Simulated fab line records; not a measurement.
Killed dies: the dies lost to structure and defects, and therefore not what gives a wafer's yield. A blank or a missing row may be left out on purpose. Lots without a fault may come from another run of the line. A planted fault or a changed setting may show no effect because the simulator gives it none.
2 desks, one fault    flow nandHarc    what lay behind the numbers comes last; until then each desk has only its own

FROM THE METROLOGY DESK
What the gauges read, lot by lot, whatever tool the lot ran on: means of the sampled wafers that have a number. A lot is out of limits, marked OUT, if its mean lies more than 4 standard deviations from the usual mean; the brackets give that distance.
Columns: A = thkNm at NHARC_A_SOURCE_PLATE_THK_MEAS_06, usual 199.5 nm; B = thkNm at NHARC_A_ONON_D1_THK_MEAS_21, usual 1001 nm
lot   first seen here  A      B
L254  day 7 13:36      199.2  1003
L255  day 8 01:14      198.4  982
L257  day 9 00:52      202.9  1009
L258  day 9 08:14      200.8  992
L259  day 9 19:14      197.6  992
L260  day 10 05:23     199.2  1008
L261  day 10 20:17     201.1  990
L262  day 11 02:47     200.1  998
L264  day 12 01:05     202.6  1002
L265  day 12 05:54     199.1  999
L269  day 14 03:22     198.9  988
L270  day 14 21:56     200.4  990
L275  day 16 01:37     196.7  1003
L277  day 17 09:11     201.7  998
This desk found nothing out of limits on any of the 14 lots.

FOR THE TOOL OWNER'S DESK: pecvdOnon-04
The tool's own readings at NHARC_A_ONON_D1_DEP_19 (target thk 1000 nm): means of the sampled wafers that have a number, for each lot that ran on this tool. A lot is out of limits, marked OUT, if its mean lies more than 4 standard deviations from the usual mean; the brackets give that distance.
Columns: A = n2FlowSccm at NHARC_A_ONON_D1_DEP_19, usual 2750 sccm
lot   first seen here  A
L255  day 8 12:04      2756
L259  day 10 14:44     2739
L262  day 11 14:04     2746
L264  day 12 15:02     2749
L269  day 14 14:04     2760
L270  day 15 08:51     2750
This desk found nothing out of limits on any of the 6 lots.

PUT TOGETHER
Metrology desk: nothing out of limits seen.
The tool owner's desk saw nothing out of limits.

WHAT WAS PUT IN BY THE SIMULATOR
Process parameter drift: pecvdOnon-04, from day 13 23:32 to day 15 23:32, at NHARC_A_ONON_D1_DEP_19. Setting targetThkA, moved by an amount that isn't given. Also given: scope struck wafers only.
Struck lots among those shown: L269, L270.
